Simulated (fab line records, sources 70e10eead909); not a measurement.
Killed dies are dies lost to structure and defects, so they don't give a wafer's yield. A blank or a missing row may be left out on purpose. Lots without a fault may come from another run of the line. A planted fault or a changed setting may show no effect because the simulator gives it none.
Which tool did it? | flow nand_harc | 13 lots, 39 wafers sampled, at 5 steps of a route of 1302

WHAT THE GAUGES READ, wafer by wafer
NHARC_THIN_TSV_CD_MEAS_37. Usual: cd_nm 4999.5 nm, standard deviation 1.9.
lot  | measured     | on        | cd_nm (nm)           | flag
L738 | day 24 05:20 | cd_sem-01 | 4996.2 4997.1 4999.7 |
L739 | day 24 06:36 | cd_sem-02 | 5001.0 4999.7 5001.7 |
L748 | day 28 18:02 | cd_sem-03 | 5001.0 4998.6 5000.6 |
L749 | day 28 20:27 | cd_sem-02 | 5002.0 5004.0 5000.5 |
L751 | day 29 08:48 | cd_sem-03 | 4998.6 5002.1 5002.8 |
L753 | day 30 02:37 | cd_sem-01 | 4995.8 4997.4 5000.6 |
L752 | day 30 09:41 | cd_sem-02 | 4999.7 5002.6 5003.2 |
L754 | day 31 13:33 | cd_sem-02 | 4999.9 5000.0 4999.1 |
L756 | day 32 11:20 | cd_sem-02 | 5000.1 4999.6 4995.6 |
L758 | day 32 13:42 | cd_sem-02 | 4999.4 4997.4 4997.7 |
L757 | day 32 12:26 | cd_sem-02 | 4999.6 5001.4 4999.4 |
L760 | day 32 21:56 | cd_sem-03 | 4998.9 4999.7 4998.9 |
L761 | day 33 16:44 | cd_sem-01 | 4999.7 4998.7 4998.5 |

NHARC_END_SORT_01. Usual: killed_at_array 46, standard deviation 15; killed_at_other 0.8, standard deviation 1.1; killed_at_periphery 4.0, standard deviation 2.9; killed_dies 50, standard deviation 15; killed_open 3.2, standard deviation 1.8; killed_short 2.3, standard deviation 1.6.
lot  | measured     | on        | killed_at_array | killed_at_other | killed_at_periphery | killed_dies | killed_open | killed_short | flag
L748 | day 29 11:52 | prober-01 | 93 94 96        | 0 0 0           | 2 5 3               | 95 99 99    | 2 6 3       | 1 2 3        | OFF
L749 | day 29 04:07 | prober-02 | 111 110 111     | 0 1 1           | 0 0 2               | 111 111 114 | 2 2 7       | 2 3 2        | OFF

WHICH TOOL RAN EACH LOT (tool, then ch and the chambers of the sampled wafers, then the start)
lot  | NHARC_A_STAIRCASE_HM_DEP_456  | NHARC_THIN_TSV_DEP_43           | NHARC_THIN_TSV_STRIP_45
L738 | acl_dep-02 ch 0, day 16 13:53 | pecvd-01 ch 0,1,2, day 23 21:15 | plasma_asher-02 ch 0,1, day 23 22:57
L739 | acl_dep-03 ch 0, day 16 14:34 | pecvd-01 ch 1,2, day 23 22:26   | plasma_asher-02 ch 0,1, day 24 00:20
L748 | acl_dep-02 ch 0, day 20 19:44 | pecvd-02 ch 1,2, day 28 09:53   | plasma_asher-01 ch 0,1, day 28 11:45
L749 | acl_dep-02 ch 0, day 20 23:47 | pecvd-02 ch 1,2, day 28 12:23   | plasma_asher-01 ch 0,1, day 28 14:10
L751 | acl_dep-01 ch 0, day 21 18:28 | pecvd-01 ch 0,1,2, day 29 00:59 | plasma_asher-02 ch 0,1, day 29 02:46
L753 | acl_dep-03 ch 0, day 22 04:41 | pecvd-02 ch 1,2, day 29 18:29   | plasma_asher-02 ch 0,1, day 29 20:26
L752 | acl_dep-03 ch 0, day 22 11:22 | pecvd-03 ch 0,1, day 30 01:37   | plasma_asher-02 ch 0,1, day 30 03:25
L754 | acl_dep-03 ch 0, day 23 07:29 | pecvd-01 ch 1,2, day 31 05:36   | plasma_asher-02 ch 0, day 31 07:23
L756 | acl_dep-03 ch 0, day 23 23:08 | pecvd-02 ch 0,2, day 32 02:55   | plasma_asher-02 ch 0,1, day 32 04:40
L758 | acl_dep-03 ch 0, day 24 19:32 | pecvd-03 ch 0,1,2, day 32 05:21 | plasma_asher-02 ch 0,1, day 32 07:13
L757 | acl_dep-01 ch 0, day 24 20:46 | pecvd-03 ch 1,2, day 32 04:10   | plasma_asher-01 ch 0,1, day 32 06:02
L760 | acl_dep-03 ch 0, day 24 21:22 | pecvd-03 ch 0,1,2, day 32 13:24 | plasma_asher-02 ch 0,1, day 32 15:19
L761 | acl_dep-03 ch 0, day 26 06:39 | pecvd-03 ch 1,2, day 33 08:34   | plasma_asher-01 ch 0,1, day 33 10:25
- NHARC_A_STAIRCASE_HM_DEP_456: deposits aC, target thk 3100 nm.
- NHARC_THIN_TSV_DEP_43: deposits SiO2, target thk 1328.5 nm.
- NHARC_THIN_TSV_STRIP_45: strips in O2.

WHAT THE TOOLS THEMSELVES READ (means of the sampled wafers that have a number; where no wafer has one, the mark that the record gives instead)
NHARC_A_STAIRCASE_HM_DEP_456. Usual: throttle_valve_pct 35.000 %, standard deviation 0.009.
lot  | tool       | throttle_valve_pct (%) | flag
L738 | acl_dep-02 | 34.989                 |
L739 | acl_dep-03 | 35.001                 |
L748 | acl_dep-02 | 34.999                 |
L749 | acl_dep-02 | 34.996                 |
L751 | acl_dep-01 | 35.004                 |
L753 | acl_dep-03 | 35.003                 |
L752 | acl_dep-03 | 35.000                 |
L754 | acl_dep-03 | 35.003                 |
L756 | acl_dep-03 | 35.013                 |
L758 | acl_dep-03 | 34.997                 |
L757 | acl_dep-01 | 34.991                 |
L760 | acl_dep-03 | 34.992                 |
L761 | acl_dep-03 | 34.998                 |

NHARC_THIN_TSV_DEP_43. Usual: chamber_pressure_Torr 6.502 Torr, standard deviation 0.014; flow_sccm 2651 sccm, standard deviation 7.9; throttle_valve_pct 16.1 %, standard deviation 0.48.
lot  | tool     | chamber_pressure_Torr (Torr) | flow_sccm (sccm) | throttle_valve_pct (%) | flag
L738 | pecvd-01 | 6.501                        | 2649             | 15.7                   |
L739 | pecvd-01 | 6.496                        | 2651             | 15.8                   |
L748 | pecvd-02 | 6.501                        | 2654             | 16.0                   |
L749 | pecvd-02 | 6.503                        | 2654             | 16.1                   |
L751 | pecvd-01 | 6.488                        | 2657             | 16.0                   |
L753 | pecvd-02 | 6.504                        | 2649             | 16.3                   |
L752 | pecvd-03 | 6.509                        | 2652             | 17.0                   |
L754 | pecvd-01 | 6.505                        | 2664             | 15.5                   |
L756 | pecvd-02 | 6.514                        | 2646             | 15.9                   |
L758 | pecvd-03 | 6.509                        | 2657             | 16.3                   |
L757 | pecvd-03 | 6.498                        | 2648             | 16.5                   |
L760 | pecvd-03 | 6.499                        | 2653             | 16.3                   |
L761 | pecvd-03 | 6.489                        | 2645             | 16.6                   |

NHARC_THIN_TSV_STRIP_45. Usual: drypump_motor_current_A 5.9 A, standard deviation 0.32; heater_power_w 330 W, standard deviation 22.
lot  | tool            | drypump_motor_current_A (A) | heater_power_w (W) | flag
L738 | plasma_asher-02 | 5.7                         | 320                |
L739 | plasma_asher-02 | 5.7                         | 322                |
L748 | plasma_asher-01 | 6.0                         | 351                |
L749 | plasma_asher-01 | 6.1                         | 357                |
L751 | plasma_asher-02 | 5.7                         | 312                |
L753 | plasma_asher-02 | 5.7                         | 315                |
L752 | plasma_asher-02 | 5.7                         | 315                |
L754 | plasma_asher-02 | 6.2                         | 307                |
L756 | plasma_asher-02 | 5.7                         | 314                |
L758 | plasma_asher-02 | 5.7                         | 313                |
L757 | plasma_asher-01 | 6.1                         | 363                |
L760 | plasma_asher-02 | 5.9                         | 311                |
L761 | plasma_asher-01 | 6.1                         | 365                |

THE ANSWER, worked out from the rows above alone
Rule: a lot is off if the mean of its wafers that have a number lies more than 3 standard deviations from the usual mean. A lot without any number at a reading at which 4 lots or more have one is off too. The other lots that the step has rows for count as sound. The gauges are gone through in route order, then the tools' own readings, and for those a lot's mean is taken as printed above. The first step at which some lot is off is used, and at that step the reading that is off furthest; a lot without a number counts as furthest.
Off: L748, L749, at NHARC_END_SORT_01 (killed_at_array). Neither off nor sound, because the step has no rows for them: L738, L739, L751, L753, L752, L754, L756, L758, L757, L760, L761.
A tool fits if, at a process step before that reading, it ran every lot that is off, and no sound lot after the first of them. The gauges at NHARC_END_SORT_01 are tried like those tools. Can't be told from this: 3 tools fit, acl_dep-02 at NHARC_A_STAIRCASE_HM_DEP_456, pecvd-02 at NHARC_THIN_TSV_DEP_43, plasma_asher-01 at NHARC_THIN_TSV_STRIP_45.

WHAT THE SIMULATOR HAD PUT IN
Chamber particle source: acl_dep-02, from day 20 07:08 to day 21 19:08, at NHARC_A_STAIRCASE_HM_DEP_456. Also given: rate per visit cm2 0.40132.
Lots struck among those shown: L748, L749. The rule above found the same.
